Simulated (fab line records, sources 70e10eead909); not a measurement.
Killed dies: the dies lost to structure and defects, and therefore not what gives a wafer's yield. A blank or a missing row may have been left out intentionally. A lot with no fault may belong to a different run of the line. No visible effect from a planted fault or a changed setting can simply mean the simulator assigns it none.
Which tool was responsible?	flow nand-harc	Sampling: 12 lots, 36 wafers, 4 of 1302 route steps

WHAT THE GAUGES SHOWED, per wafer
NHARC_P_GATE_CD_MEAS_11 targets a cd of 1640 nm. Usual: 1640.2 nm for cd-nm, sd 1.3.
lot	measured	on	cd-nm (nm)	flag
L844	day 4 11:45	cd-sem-02	1641.5 1640.8 1641.9	
L845	day 4 17:07	cd-sem-02	1636.7 1638.6 1636.6	
L848	day 5 22:47	cd-sem-02	1640.3 1640.5 1637.4	
L850	day 6 20:26	cd-sem-03	1640.6 1641.0 1640.0	
L851	day 7 08:40	cd-sem-01	1639.9 1639.1 1640.0	
L860	day 11 01:07	cd-sem-01	1638.6 1638.7 1637.6	
L861	day 11 10:16	cd-sem-02	1641.3 1641.1 1640.5	
L863	day 12 03:25	cd-sem-03	1641.8 1642.5 1642.0	
L864	day 13 00:47	cd-sem-01	1639.2 1639.1 1638.1	
L865	day 13 05:15	cd-sem-03	1641.4 1640.4 1639.7	
L866	day 13 19:56	cd-sem-03	1640.8 1642.4 1641.8	
L867	day 13 19:53	cd-sem-01	1640.1 1639.9 1639.2	

EACH LOT AND THE TOOL THAT RAN IT (in order: tool; ch and the chambers of the sampled wafers; start)
lot	NHARC_P_ZERO_WELL_DESCUM_13	NHARC_P_ZERO_WELL_IMPLANT_40	NHARC_P_STI_ETCH_42
L844	rie-diel-05 ch 0,2,3, day 1 21:24	implanter-01 ch 0, day 2 00:28	rie-diel-11 ch 0,1,3, day 2 23:24
L845	rie-diel-13 ch 0,1,2, day 2 07:36	implanter-02 ch 0, day 2 10:28	rie-diel-09 ch 0,1,3, day 3 07:01
L848	rie-diel-13 ch 1,2, day 3 13:23	implanter-01 ch 0, day 3 16:32	rie-diel-09 ch 0,1,2, day 4 10:44
L850	rie-diel-13 ch 0,1, day 4 09:17	implanter-01 ch 0, day 4 12:19	rie-diel-11 ch 1,2, day 5 08:11
L851	rie-diel-13 ch 0,1,2, day 4 19:25	implanter-01 ch 0, day 4 22:19	rie-diel-09 ch 0,1,3, day 5 18:35
L860	rie-diel-13 ch 1,2,3, day 8 13:25	implanter-02 ch 0, day 8 16:31	rie-diel-08 ch 0,3, day 9 12:42
L861	rie-diel-13 ch 1,2,3, day 8 23:24	implanter-01 ch 0, day 9 02:25	rie-diel-08 ch 0,2, day 9 20:45
L863	rie-diel-05 ch 0,3, day 9 19:25	implanter-01 ch 0, day 9 22:16	rie-diel-11 ch 0,3, day 10 20:04
L864	rie-diel-13 ch 0,1,2, day 10 05:25	implanter-01 ch 0, day 10 08:35	rie-diel-08 ch 1,3, day 11 07:05
L865	rie-diel-13 ch 1,2,3, day 10 15:24	implanter-01 ch 0, day 10 18:32	rie-diel-08 ch 0,1,2, day 11 13:10
L866	rie-diel-13 ch 0,3, day 11 01:24	implanter-02 ch 0, day 11 04:29	rie-diel-09 ch 2,3, day 11 22:41
L867	rie-diel-05 ch 0,1, day 11 11:41	implanter-02 ch 0, day 11 14:38	rie-diel-11 ch 0,1,2, day 12 09:39
- NHARC_P_ZERO_WELL_DESCUM_13: chemistry O2, time 3 s.
- NHARC_P_ZERO_WELL_IMPLANT_40
- NHARC_P_STI_ETCH_42: etches the open film in N2/H2, target depth 80 nm, overetch 24 nm, time 61 s.

WHAT THE TOOLS THEMSELVES READ (means of the sampled wafers that have a number; where no wafer has one, the mark that the record gives instead)
NHARC_P_ZERO_WELL_DESCUM_13. Usual: drypump-motor-current-A 6.0 A, standard deviation 0.57; o2-flow-sccm 200.0 sccm, standard deviation 0.54; oes-product-au 1.001 a.u., standard deviation 0.0078; rf-vpp-V 57.8 V, standard deviation 0.91; showerhead-plenum-p-Torr 1.92 Torr, standard deviation 0.081; throttle-valve-pct 11.310 %, standard deviation 0.009.
lot	tool	drypump-motor-current-A (A)	o2-flow-sccm (sccm)	oes-product-au (a.u.)	rf-vpp-V (V)	showerhead-plenum-p-Torr (Torr)	throttle-valve-pct (%)	flag
L844	rie-diel-05	6.2	199.5	1.006	58.2	1.87	11.308	
L845	rie-diel-13	5.9	200.0	1.003	58.9	1.93	11.308	
L848	rie-diel-13	5.4	199.5	0.999	58.0	1.91	11.315	
L850	rie-diel-13	6.6	199.8	1.001	57.3	1.96	11.305	
L851	rie-diel-13	5.9	200.3	1.005	57.4	1.92	11.299	
L860	rie-diel-13	5.7	199.6	1.002	57.0	1.88	11.314	
L861	rie-diel-13	5.7	199.8	1.002	58.0	1.88	11.311	
L863	rie-diel-05	6.3	199.8	0.999	57.4	2.02	11.312	
L864	rie-diel-13	6.0	200.3	1.006	58.3	1.90	11.313	
L865	rie-diel-13	5.7	199.8	1.011	57.6	1.88	11.314	
L866	rie-diel-13	6.2	199.8	1.004	57.8	1.84	11.314	
L867	rie-diel-05	6.1	199.7	0.988	58.1	2.01	11.315	

NHARC_P_ZERO_WELL_IMPLANT_40. Usual: dose-ions-cm2 9.998e+12, standard deviation 1.1e+10; faraday-current-uA 127.0, standard deviation 2.3.
lot	tool	dose-ions-cm2	faraday-current-uA	flag
L844	implanter-01	1.001e+13	127.0	
L845	implanter-02	1.000e+13	127.8	
L848	implanter-01	9.996e+12	127.5	
L850	implanter-01	6.666e+12	83.1	OFF
L851	implanter-01	6.679e+12	84.7	OFF
L860	implanter-02	1.000e+13	127.1	
L861	implanter-01	9.997e+12	125.7	
L863	implanter-01	1.001e+13	128.0	
L864	implanter-01	9.995e+12	127.1	
L865	implanter-01	9.990e+12	128.1	
L866	implanter-02	9.988e+12	128.2	
L867	implanter-02	9.997e+12	128.5	

NHARC_P_STI_ETCH_42. Usual: drypump-motor-current-A 5.8 A, standard deviation 0.42; oes-product-au 0.999 a.u., standard deviation 0.0083; rf-vpp-V 429.9 V, standard deviation 2.2; showerhead-plenum-p-Torr 2.02 Torr, standard deviation 0.069; throttle-valve-pct 14.171 %, standard deviation 0.0093.
lot	tool	drypump-motor-current-A (A)	oes-product-au (a.u.)	rf-vpp-V (V)	showerhead-plenum-p-Torr (Torr)	throttle-valve-pct (%)	flag
L844	rie-diel-11	5.9	0.994	432.2	2.08	14.167	
L845	rie-diel-09	6.2	0.994	429.1	2.00	14.175	
L848	rie-diel-09	5.8	1.002	429.6	2.02	14.176	
L850	rie-diel-11	5.7	1.003	430.7	2.02	14.167	
L851	rie-diel-09	6.2	0.994	428.8	2.00	14.168	
L860	rie-diel-08	5.2	1.004	430.8	2.05	14.171	
L861	rie-diel-08	5.4	0.998	430.5	2.07	14.165	
L863	rie-diel-11	6.1	1.007	430.8	2.10	14.170	
L864	rie-diel-08	5.6	1.006	427.6	1.97	14.164	
L865	rie-diel-08	5.6	1.004	429.6	2.01	14.179	
L866	rie-diel-09	6.1	1.009	427.8	1.93	14.171	
L867	rie-diel-11	5.9	0.993	430.2	2.03	14.171	

THE ANSWER, worked out from the rows above alone
Rule: a lot counts as off when the mean over its wafers that have a number is more than 3 standard deviations away from the usual mean. A lot without any number at a reading at which 4 lots or more have one is off too. Any other lot the step has rows for is counted as sound. The gauges are gone through in route order, then the tools' own readings, and for those a lot's mean is taken as printed above. At the first step where some lot is off, the reading lying furthest off is the one used; lots without a number count as furthest.
Off, at NHARC_P_ZERO_WELL_IMPLANT_40 on dose-ions-cm2: L850, L851.
If a tool, at that step or one of the process steps before it, ran each lot that is off and ran no sound lot following the first of them, it fits. No candidate that was tried fits.

WHAT HAD BEEN PUT IN BY THE SIMULATOR
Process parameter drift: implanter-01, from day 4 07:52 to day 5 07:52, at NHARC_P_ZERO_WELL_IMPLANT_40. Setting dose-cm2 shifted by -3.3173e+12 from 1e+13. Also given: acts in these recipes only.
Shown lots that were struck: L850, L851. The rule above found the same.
